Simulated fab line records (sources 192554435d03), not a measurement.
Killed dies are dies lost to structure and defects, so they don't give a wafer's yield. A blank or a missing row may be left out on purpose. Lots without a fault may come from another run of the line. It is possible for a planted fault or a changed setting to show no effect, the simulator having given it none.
fab line records	flow n5-finfet
[record] lots = 4	wafers = 12	last-day = 18
route steps=1938 shown BEOL_M4@1099 BEOL_M5@1112 BEOL_M14@1751 PASSIVATION@1936
lots that met no fault: from a run of the same line without faults
start-h: hours from the record's opening day to when the first of the lot's shown wafers began	wait-h: hours from the lot's prior step to this one	" repeats the value in the row above	L1.1+2: one row covering several wafers at once	- no value present, or no start provided	* or withheld: withheld	< > ~ a bound
route shown NAME@n: a module of which the file shows steps, and the number in the route of the first	usual: mean/standard deviation taken from wafers without a fault	same: alike in all rows	chamber/n: place in a boat	sites: per-site readings	_std_site: how widely they spread, as a standard deviation	_edge_site: inner sites' mean taken away from outer sites' mean	radius-mm: how far each site lies from the wafer's centre	mask NAME#n: copy n	behind: the most recent tool/chamber to have shaped the wafer	hold: why the lot was held/for how many hours/how that ended	device: names the non-switching transistor (n, p or np)	end of line: tests run on the same wafers once the route is complete	step lacking rows: just its recipe	killed: not the wafer's yield, but the dies lost to structure and defects at the first sort	map: shows each die of a wafer: x if killed, . if not, _ if none is there
set.NAME: the setting that was run; set.NAME@STEP: the one run at that earlier step	model.NAME: the simulator's own value behind a step, which no gauge read
lots at selected steps of the route; one table per step, one row per wafer
services: the hour from which a tool's chamber was out of use, counted from the record's first day as start-h (under 0 if before that day), plus the number of hours and why
[[steps]]
[step N5_BEOL_M4_ANNEAL_95]
[recipe] temp-c = 400	time-s = 240	ambient = vacuum
[step N5_BEOL_M4_SPUTTER_96]
[recipe] material = Cu	target-thk-a = 45	temp-c = -20	chamber-pressure-pa = 0.07	power-w = withheld	time-s = 8.29
[step N5_BEOL_M4_ECD_50]
[recipe] material = Cu	target-thk-a = 3000
[step N5_BEOL_M4_ANNEAL_51]
[recipe] temp-c = 225	time-s = 90	ambient = N2
[step N5_BEOL_M4_CMP_52]
[recipe] stop-on = SiOC	t-overpolish-s = 6.8	down-force-psi = 1	platen-rpm = 50	clearing-platen-down-force-psi = 1.5	clearing-platen-rpm = 50	post-cmp-clean = cu-alkaline	target-thk-nm = 40	clearing-platen-pad-velocity-m-s = 0.99484	pad-velocity-m-s = 0.99484
[step N5_BEOL_M4_PRE_CLEAN_60]
[recipe] gas = NH3/H2	time-s = 15	temp-c = *	rf-power-w = 300
[step N5_BEOL_M4_CO_CAP_55]
[recipe] material = Co	target-thk-a = 20	temp-c = 200	precursor = CCTBA/H2	pressure-torr = 30	time-s = 102.1
[step N5_BEOL_M4_PRE_CLEAN_56]
[recipe] gas = NH3	time-s = 15	temp-c = withheld	rf-power-w = 300
[step N5_BEOL_M4_DEP_57]
[recipe] material = SiCN	target-thk-a = 80	temp-c = withheld	precursor = 3MS/NH3	pressure-torr = 3	rf-w = 202	time-s = 14
[step N5_BEOL_M4_RC_MEAS_101]
[usual] DIBL_N = 36.5/1.9	DIBL_P = 36.4/2.2	IOFF_N = 0.17/0.034	IOFF_P = 0.21/0.036	ION_N = 678/12	ION_P = 462/7.1	SS_N = 71.7/0.61	SS_P = 73.4/0.71	VT_N = 249/3.5	VT_P = -251/3
lot.wafer	tool	chamber	start-h	wait-h	DIBL_N[mV/V]	DIBL_P[mV/V]	IOFF_N[nA/um]	IOFF_P[nA/um]	ION_N[uA/um]	ION_P[uA/um]	SS_N[mV/dec]	SS_P[mV/dec]	VT_N[mV]	VT_P[mV]
L419.2	prober-01	0	208.81	0.2	37.6	38.5	0.21	0.28	685	472	71.5	73.8	244	-246
L419.3	"	0	"	"	35.2	35.4	0.17	0.22	684	468	71.9	73.3	249	-249
L419.6	"	0	"	"	35.2	34.8	0.16	0.21	679	466	70.9	72.8	250	-249
L421.2	prober-02	0	209.56	0.2	39.7	41.1	0.24	0.31	690	470	73.1	75.1	242	-247
L421.3	"	0	"	"	35.9	35.4	0.16	0.20	673	456	71.1	72.3	250	-251
L421.5	"	0	"	"	38.7	37.9	0.23	0.26	690	466	71.9	74.1	244	-250
L429.2	prober-01	0	289.64	0.2	39.4	39.8	0.20	0.22	678	455	72.7	74.0	248	-254
L429.3	"	0	"	"	39.5	40.4	0.22	0.25	705	469	71.9	74.3	245	-252
L429.4	"	0	"	"	37.7	37.5	0.16	0.19	670	451	72.4	74.2	251	-253
L436.4	prober-01	0	319.05	0.5	39.7	40.1	0.23	0.30	694	468	72.2	74.4	246	-245
L436.5	"	0	"	"	36.0	35.4	0.16	0.21	690	459	71.7	73.3	250	-249
L436.6	"	0	"	"	39.2	39.5	0.22	0.29	694	471	73.3	74.6	245	-248
[step N5_BEOL_M5_ILD_DEP_00]
[recipe] material = SiCOH_lowk	target-thk-a = 1406.4	temp-c = 300	precursor = DEMS/porogen	pressure-torr = 5	rf-w = 500	time-s = 25.9
[step N5_BEOL_M5_CURE_79]
[recipe] temp-c = 385	time-s = 240	ambient = He/Ar	material = SiCOH_lowk
[step N5_BEOL_M5_PECVD_70]
[recipe] material = SiO2	target-thk-a = 160	temp-c = 400	precursor = TEOS/O2	pressure-torr = 5.5	rf-w = 450	teos-flow-sccm = 53.8	gas = O2	flow-sccm = 3000	time-s = 18
[step N5_BEOL_M5_HM_DEP_02]
[recipe] material = TiN	target-thk-a = 200	temp-c = 25	chamber-pressure-pa = 0.49996
[step N5_BEOL_M5_COAT_59]
[recipe] resist = SOC	temp-c = 250	time-s = 60	spin-rpm = 1500	resist-thk-nm = 60
[step N5_BEOL_M5_COAT_60]
[recipe] resist = SiARC	temp-c = 220	time-s = 60	spin-rpm = 1500	resist-thk-nm = 12
[step N5_BEOL_M5_COAT_71]
[recipe] resist = underlayer	temp-c = 205	time-s = 60	spin-rpm = 1500	resist-thk-nm = 5
[step N5_BEOL_M5_COAT_05]
[recipe] resist = CAR-EUV	spin-rpm = 1500	resist-thk-nm = 30
[step N5_BEOL_M5_EBR_07]
[recipe] solvent = PGMEA	ebr-width-mm = 1.5
[step N5_BEOL_M5_SOFTBAKE_06]
[recipe] temp-c = 110	time-s = 60	resist = CAR-EUV
[step N5_BEOL_M5_EXPOSE_08]
[recipe] mask-id = M5	na = 0.33	source-shape = annular	sigma-inner = 0.4	sigma-outer = 0.8	polarization = unpolarized	target-cd-nm = 28	dose-mj = 35.75
[step N5_BEOL_M5_PEB_09]
[recipe] peb-temp-c = 100	peb-time-s = 60	resist = CAR-EUV
[step N5_BEOL_M5_DEVELOP_10]
[recipe] develop-time-s = 30	developer = TMAH	resist = CAR-EUV	rinse-liquid = surfactant-rinse	dry = air-spin	dev-temp-c = 23
[step N5_BEOL_M5_DESCUM_16]
[recipe] chemistry = O2	time-s = 7	source-power-w = 50	bias-power-w = 20	pressure-mtorr = 20	rf-frequency-hz = 2.712e+07	temp-c = 40	resist = CAR-EUV	o2-flow-sccm = 225
[step N5_BEOL_M5_ETCH_72]
[recipe] chemistry = N2/H2	target = underlayer	target-depth-a = 65	mask-material = CAR-EUV	time-s = 5.2	ion-energy-ev = 200	pressure-mtorr = 30	source-w = 840	bias-w = 150	n2-flow-sccm = 200	h2-flow-sccm = 200	ends = cleared
[step N5_BEOL_M5_ETCH_61]
[recipe] chemistry = CF4	target = SiARC	target-depth-a = 156	mask-material = CAR-EUV	time-s = 26	ion-energy-ev = 80	pressure-mtorr = 40	source-w = 545	bias-w = 36	Ar_flow_sccm = 100	cf4-flow-sccm = 100	ends = cleared
[step N5_BEOL_M5_ETCH_62]
[recipe] chemistry = N2/H2	target = SOC	target-depth-a = 750	overetch-a = 150	mask-material = SiARC	temp-c = 40	time-s = 112.5	ion-energy-ev = 200	pressure-mtorr = 30	source-w = 840	bias-w = 150	n2-flow-sccm = 200	h2-flow-sccm = 200
[step N5_BEOL_M5_STRIP_63]
[recipe] chemistry = N2/H2	temp-c = 40	n2-flow-sccm = 200	h2-flow-sccm = 200	rf-frequency-hz = 6e+07
[step N5_BEOL_M5_STRIP_73]
[recipe] chemistry = N2/H2	temp-c = 40	n2-flow-sccm = 200	h2-flow-sccm = 200	rf-frequency-hz = 6e+07
[step N5_BEOL_M5_STRIP_64]
[recipe] chemistry = CF4	resist = SiARC	power-w = 300	bias-power-w = 75	pressure-mtorr = 50	cf4-flow-sccm = 150	rf-frequency-hz = 6e+07
[step N5_BEOL_M5_HM_OPEN_17]
[recipe] chemistry = Cl2/BCl3	target-depth-a = 200	overetch-a = 60	target = TiN	mask-material = SOC	ion-energy-ev = 150	pressure-mtorr = 10	icp-w = 1000	bias-w = 126	Cl2_flow_sccm = 53.25	bcl3-flow-sccm = 21.75	Ar_flow_sccm = 25
[step N5_BEOL_M5_STRIP_19]
[recipe] chemistry = O2	power-w = 400	temp-c = 40	pressure-mtorr = 30	rf-frequency-hz = 6e+07	bias-power-w = 0	overash-fraction = 0.2	o2-flow-sccm = 225
[step N5_BEOL_M5_COAT_65]
[recipe] resist = SOC	temp-c = 250	time-s = 60	spin-rpm = 1500	resist-thk-nm = 60
[step N5_BEOL_M5_COAT_66]
[recipe] resist = SiARC	temp-c = 220	time-s = 60	spin-rpm = 1500	resist-thk-nm = 12
[step N5_BEOL_M14_ETCH_68]
[recipe] chemistry = N2/H2	target = SOC	mask-material = SiARC	source-w = 3000	bias-w = 350	temp-c = 40	time-s = 450	ion-energy-ev = 200	pressure-mtorr = 30	n2-flow-sccm = 200	h2-flow-sccm = 200
[usual] bias-w = 349.9/1	chamber-pressure-mTorr = 29.999/0.028	drypump-motor-current-A = 5.5/0.35	h2-flow-sccm = 200.0/0.58	oes-product-au = 0.80/0.055	rf-vpp-V = 524.4/2.9	showerhead-plenum-p-Torr = 2.56/0.097	throttle-valve-pct = 17.69/0.19
lot.wafer	tool	chamber	start-h	wait-h	bias-w	chamber-pressure-mTorr	drypump-motor-current-A	h2-flow-sccm	oes-product-au	rf-hours-counter-h	rf-vpp-V	showerhead-plenum-p-Torr	throttle-valve-pct	model.coat_of_BEOL_M14_COAT_22.thk-nm	model.SiARC_of_BEOL_M14_COAT_66.thk-nm
L419.2	rie-diel-01	1	297.98	0.1	-	-	-	-	-	-	-	-	-	211.8	110.4
L419.3	"	0	"	"	-	-	-	-	-	-	-	-	-	210.8	110.8
L419.6	"	0	"	"	-	-	-	-	-	-	-	-	-	210.6	110.4
L421.2	rie-diel-04	2	307.53	0.1	-	-	-	-	-	-	-	-	-	211.4	110
L421.3	"	0	"	"	-	-	-	-	-	-	-	-	-	210.8	110.4
L421.5	"	2	"	"	-	-	-	-	-	-	-	-	-	211.2	110.2
L429.2	rie-diel-03	1	376.74	0.1	350.9	29.999	5.3	199.6	0.81	101	527.8	2.65	17.42	0	64.8
L429.3	"	0	"	"	350.4	29.981	5.3	201.0	0.71	197	520.6	2.43	17.85	0	66.4
L429.4	"	3	"	"	350.5	30.001	5.5	199.3	0.74	-	527.1	2.65	17.67	0	65.6
L436.4	rie-diel-01	0	402.74	0.1	349.6	30.016	5.5	200.0	0.79	96	521.1	2.45	17.74	0	64.2
L436.5	"	2	"	"	349.3	29.988	6.0	200.1	0.86	-	527.8	2.68	17.76	0	64
L436.6	"	3	"	"	351.4	29.998	4.9	199.9	0.82	-	525.2	2.54	17.55	0	64.2
[step N5_PASSIVATION_PROBE_49]
[usual] defect-limited-yield = 91.0/1.5	killed_at_M0_to_M3 = 35/11	killed_at_M4_up = 13/5	killed-at-contacts = 12/5.9	killed-at-front-end = 42/13	killed-at-other = 3/3.2	killed-dies = 106/18	killed-on-rim = 14/4.2	killed-open = 69/13	killed-short = 35/8.9	sort_bin_5_function = 5.2/0.95	sort_bin_6_memory = 3.3/0.71	sort-n-pass = 1074/18	sort-yield-pct = 91.0/1.5
[same] gross-dies = 1180	killed-at-back-side = 0	sort_bin_4_leakage[%] = 0	sort_bin_8_speed[%] = 0
lot.wafer	tool	chamber	start-h	wait-h	defect-limited-yield[%]	killed_at_M0_to_M3	killed_at_M4_up	killed-at-contacts	killed-at-front-end	killed-at-other	killed-dies	killed-on-rim	killed-open	killed-short	sort_bin_5_function[%]	sort_bin_6_memory[%]	sort-n-pass	sort-yield-pct[%]
L419.2	prober-01	-	323.88	0.1	0	24	1092	16	46	2	1180	152	75	23	96.5	3.3	0	0
L419.3	prober-01	-	323.93	0.1	0	27	1078	11	62	2	1180	152	78	37	95.8	3.6	0	0
L419.6	prober-01	-	324.08	0.3	0	27	1088	20	43	2	1180	152	69	42	95.7	3.9	0	0
L421.2	prober-02	-	339.92	0.1	0	34	1064	19	61	2	1180	152	80	43	95.9	3.8	0	0
L421.3	prober-02	-	339.97	0.1	0	21	1085	15	57	2	1180	152	72	32	96.6	3.3	0	0
L421.5	prober-02	-	340.07	0.2	0	31	1093	7	47	2	1180	152	65	36	96.3	3.4	0	0
L436.4	prober-02	-	434.28	0.2	89.8	31	19	7	47	16	120	12	84	36	5.8	4.1	1060	89.8
L436.5	prober-02	-	434.33	0.2	91.5	26	13	8	41	12	100	12	77	22	5.0	3.3	1080	91.5
L436.6	prober-02	-	434.38	0.3	92.1	26	19	3	40	5	93	16	50	35	4.8	2.0	1087	92.1
// killed by level:class
L419.2 BEOL_M14:area-etch=1081 FIN_SAQP:geometric-particle:open=15 MOL_CONTACT_COAG:geometric-particle:open=14 DUMMY_GATE:geometric-particle:open=12 FIN_SAQP:geometric-particle:short=8 BEOL_M4:geometric-particle:open=6 BEOL_M1:geometric-particle:open=5 STARTING-WAFER:geometric-particle:open=4
L419.3 BEOL_M14:area-etch=1064 FIN_SAQP:geometric-particle:open=18 FIN_SAQP:geometric-particle:short=15 STI_FIN_REVEAL:geometric-particle:open=11 BEOL_M1:geometric-particle:open=11 MOL_CONTACT_COAG:geometric-particle:open=8 BEOL_M5:geometric-particle:open=6 BEOL_M0_SAQP:geometric-particle:open=5
L419.6 BEOL_M14:area-etch=1069 FIN_SAQP:geometric-particle:open=14 MOL_CONTACT_COAG:geometric-particle:open=14 FIN_SAQP:geometric-particle:short=10 BEOL_M3:geometric-particle:open=8 MOL_CONTACT_COAG:geometric-particle:short=6 BEOL_M1:geometric-particle:open=6 BEOL_M2:geometric-particle:open=5
L421.2 BEOL_M14:area-etch=1056 STI_FIN_REVEAL:geometric-particle:open=18 MOL_CONTACT_COAG:geometric-particle:open=16 FIN_SAQP:geometric-particle:short=11 FIN_SAQP:geometric-particle:open=8 BEOL_M0_SAQP:geometric-particle:open=7 BEOL_M3:geometric-particle:open=7 GATE_CUT:geometric-particle:short=6
L421.3 BEOL_M14:area-etch=1076 STI_FIN_REVEAL:geometric-particle:open=18 MOL_CONTACT_COAG:geometric-particle:open=15 FIN_SAQP:geometric-particle:short=10 STI_FIN_REVEAL:geometric-particle:short=7 DUMMY_GATE:geometric-particle:open=7 FIN_SAQP:geometric-particle:open=6 BEOL_M0_SAQP:geometric-particle:open=5
L421.5 BEOL_M14:area-etch=1078 STI_FIN_REVEAL:geometric-particle:open=13 BEOL_M0_SAQP:geometric-particle:open=11 DUMMY_GATE:geometric-particle:open=7 GATE_CUT:geometric-particle:short=7 BEOL_M0_SAQP:geometric-particle:short=7 MOL_CONTACT_COAG:geometric-particle:open=5 FIN_SAQP:geometric-particle:short=4
L436.4 BEOL_M0_SAQP:geometric-particle:open=12 BEOL_M4:geometric-particle:open=11 STI_FIN_REVEAL:geometric-particle:open=10 FIN_SAQP:geometric-particle:open=9 BEOL_M0_SAQP:geometric-particle:short=7 GATE_CUT:geometric-particle:short=6 PASS1_CAP:geometric-particle:open=6 FIN_SAQP:geometric-particle:short=5
L436.5 FIN_SAQP:geometric-particle:open=19 BEOL_M4:geometric-particle:open=9 BEOL_M0_SAQP:geometric-particle:open=8 MOL_CONTACT_COAG:geometric-particle:open=7 BEOL_M3:geometric-particle:open=6 GATE_CUT:geometric-particle:open=5 BEOL_M0_SAQP:geometric-particle:short=5 PAD_METAL:geometric-particle:open=4
L436.6 BEOL_M4:geometric-particle:open=10 GATE_CUT:geometric-particle:short=9 STI_FIN_REVEAL:geometric-particle:open=8 HKMG_FIN:area-etch=6 FIN_SAQP:geometric-particle:open=5 BEOL_M0_SAQP:geometric-particle:short=5 BEOL_M0_SAQP:geometric-particle:open=4 BEOL_M0:geometric-particle:open=4
// map L419.2 (x killed, . not)
_________________xxxxxxxxxxxx________________
______________xxxxxxxxxxxxxxxxxx_____________
___________xxxxxxxxxxxxxxxxxxxxxxxx__________
__________xxxxxxxxxxxxxxxxxxxxxxxxxx_________
________xxxxxxxxxxxxxxxxxxxxxxxxxxxxxx_______
_______xxxxxxxxxxxxxxxxxxxxxxxxxxxxxxxx______
______xxxxxxxxxxxxxxxxxxxxxxxxxxxxxxxxxx_____
_____xxxxxxxxxxxxxxxxxxxxxxxxxxxxxxxxxxxx____
____xxxxxxxxxxxxxxxxxxxxxxxxxxxxxxxxxxxxxx___
___xxxxxxxxxxxxxxxxxxxxxxxxxxxxxxxxxxxxxxxx__
___xxxxxxxxxxxxxxxxxxxxxxxxxxxxxxxxxxxxxxxx__
__xxxxxxxxxxxxxxxxxxxxxxxxxxxxxxxxxxxxxxxxxx_
__xxxxxxxxxxxxxxxxxxxxxxxxxxxxxxxxxxxxxxxxxx_
_xxxxxxxxxxxxxxxxxxxxxxxxxxxxxxxxxxxxxxxxxxxx
_xxxxxxxxxxxxxxxxxxxxxxxxxxxxxxxxxxxxxxxxxxxx
_xxxxxxxxxxxxxxxxxxxxxxxxxxxxxxxxxxxxxxxxxxxx
_xxxxxxxxxxxxxxxxxxxxxxxxxxxxxxxxxxxxxxxxxxxx
_xxxxxxxxxxxxxxxxxxxxxxxxxxxxxxxxxxxxxxxxxxxx
_xxxxxxxxxxxxxxxxxxxxxxxxxxxxxxxxxxxxxxxxxxxx
_xxxxxxxxxxxxxxxxxxxxxxxxxxxxxxxxxxxxxxxxxxxx
_xxxxxxxxxxxxxxxxxxxxxxxxxxxxxxxxxxxxxxxxxxxx
__xxxxxxxxxxxxxxxxxxxxxxxxxxxxxxxxxxxxxxxxxx_
__xxxxxxxxxxxxxxxxxxxxxxxxxxxxxxxxxxxxxxxxxx_
___xxxxxxxxxxxxxxxxxxxxxxxxxxxxxxxxxxxxxxxx__
___xxxxxxxxxxxxxxxxxxxxxxxxxxxxxxxxxxxxxxxx__
____xxxxxxxxxxxxxxxxxxxxxxxxxxxxxxxxxxxxxx___
_____xxxxxxxxxxxxxxxxxxxxxxxxxxxxxxxxxxxx____
______xxxxxxxxxxxxxxxxxxxxxxxxxxxxxxxxxx_____
_______xxxxxxxxxxxxxxxxxxxxxxxxxxxxxxxx______
________xxxxxxxxxxxxxxxxxxxxxxxxxxxxxx_______
__________xxxxxxxxxxxxxxxxxxxxxxxxxx_________
___________xxxxxxxxxxxxxxxxxxxxxxxx__________
______________xxxxxxxxxxxxxxxxxx_____________
_________________xxxxxxxxxxxx________________
// map L421.2 (x killed, . not)
_________________xxxxxxxxxxxx________________
______________xxxxxxxxxxxxxxxxxx_____________
___________xxxxxxxxxxxxxxxxxxxxxxxx__________
__________xxxxxxxxxxxxxxxxxxxxxxxxxx_________
________xxxxxxxxxxxxxxxxxxxxxxxxxxxxxx_______
_______xxxxxxxxxxxxxxxxxxxxxxxxxxxxxxxx______
______xxxxxxxxxxxxxxxxxxxxxxxxxxxxxxxxxx_____
_____xxxxxxxxxxxxxxxxxxxxxxxxxxxxxxxxxxxx____
____xxxxxxxxxxxxxxxxxxxxxxxxxxxxxxxxxxxxxx___
___xxxxxxxxxxxxxxxxxxxxxxxxxxxxxxxxxxxxxxxx__
___xxxxxxxxxxxxxxxxxxxxxxxxxxxxxxxxxxxxxxxx__
__xxxxxxxxxxxxxxxxxxxxxxxxxxxxxxxxxxxxxxxxxx_
__xxxxxxxxxxxxxxxxxxxxxxxxxxxxxxxxxxxxxxxxxx_
_xxxxxxxxxxxxxxxxxxxxxxxxxxxxxxxxxxxxxxxxxxxx
_xxxxxxxxxxxxxxxxxxxxxxxxxxxxxxxxxxxxxxxxxxxx
_xxxxxxxxxxxxxxxxxxxxxxxxxxxxxxxxxxxxxxxxxxxx
_xxxxxxxxxxxxxxxxxxxxxxxxxxxxxxxxxxxxxxxxxxxx
_xxxxxxxxxxxxxxxxxxxxxxxxxxxxxxxxxxxxxxxxxxxx
_xxxxxxxxxxxxxxxxxxxxxxxxxxxxxxxxxxxxxxxxxxxx
_xxxxxxxxxxxxxxxxxxxxxxxxxxxxxxxxxxxxxxxxxxxx
_xxxxxxxxxxxxxxxxxxxxxxxxxxxxxxxxxxxxxxxxxxxx
__xxxxxxxxxxxxxxxxxxxxxxxxxxxxxxxxxxxxxxxxxx_
__xxxxxxxxxxxxxxxxxxxxxxxxxxxxxxxxxxxxxxxxxx_
___xxxxxxxxxxxxxxxxxxxxxxxxxxxxxxxxxxxxxxxx__
___xxxxxxxxxxxxxxxxxxxxxxxxxxxxxxxxxxxxxxxx__
____xxxxxxxxxxxxxxxxxxxxxxxxxxxxxxxxxxxxxx___
_____xxxxxxxxxxxxxxxxxxxxxxxxxxxxxxxxxxxx____
______xxxxxxxxxxxxxxxxxxxxxxxxxxxxxxxxxx_____
_______xxxxxxxxxxxxxxxxxxxxxxxxxxxxxxxx______
________xxxxxxxxxxxxxxxxxxxxxxxxxxxxxx_______
__________xxxxxxxxxxxxxxxxxxxxxxxxxx_________
___________xxxxxxxxxxxxxxxxxxxxxxxx__________
______________xxxxxxxxxxxxxxxxxx_____________
_________________xxxxxxxxxxxx________________
[[services]]
tool	chamber	start-h	hours	kind
rie-diel-01	1	287.24	4.2	repair
rie-diel-03	3	307.29	5.7	repair
rie-diel-04	2	323.48	19.8	repair
rie-diel-03	1	365.16	4.2	repair
rie-diel-01	-	366.85	0.9	repair
rie-diel-03	2	375.72	4.9	repair
rie-diel-04	-	381.01	2.8	pm
[[key]]
[first-sign] step = N5_BEOL_M14_ETCH_68	reading = tool-record	direction = missing
[effect] step = N5_PASSIVATION_PROBE_49	reading = killed_at_M4_up	direction = up	sigmas = 99+	usual = 13	struck = 1083
[model-effect] step = N5_BEOL_M14_ETCH_68	value = coat_of_BEOL_M14_COAT_22.thk-nm	without = 0	struck = 211.1
[more-kills-born-at] N5_BEOL_M14_ETCH_68@rie-diel-01 = 3214	N5_BEOL_M14_ETCH_68@rie-diel-04 = 3210
met-at N5_BEOL_M14_ETCH_68
struck-wafers L419.2,L419.3,L419.6,L421.2,L421.3,L421.5
later-rows-left-out L419.2,L419.3,L419.6,L421.2,L421.3,L421.5
[fault] kind = skipped-step-whole	tool = rie-diel-01,rie-diel-04	chamber = -	onset-h = 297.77	steps = N5_BEOL_M14_ETCH_68	scope = struck-lots-only
// later-rows-left-out: the simulator's readings of these wafers behind a module that went badly wrong aren't trusted and aren't shown, but for the sort
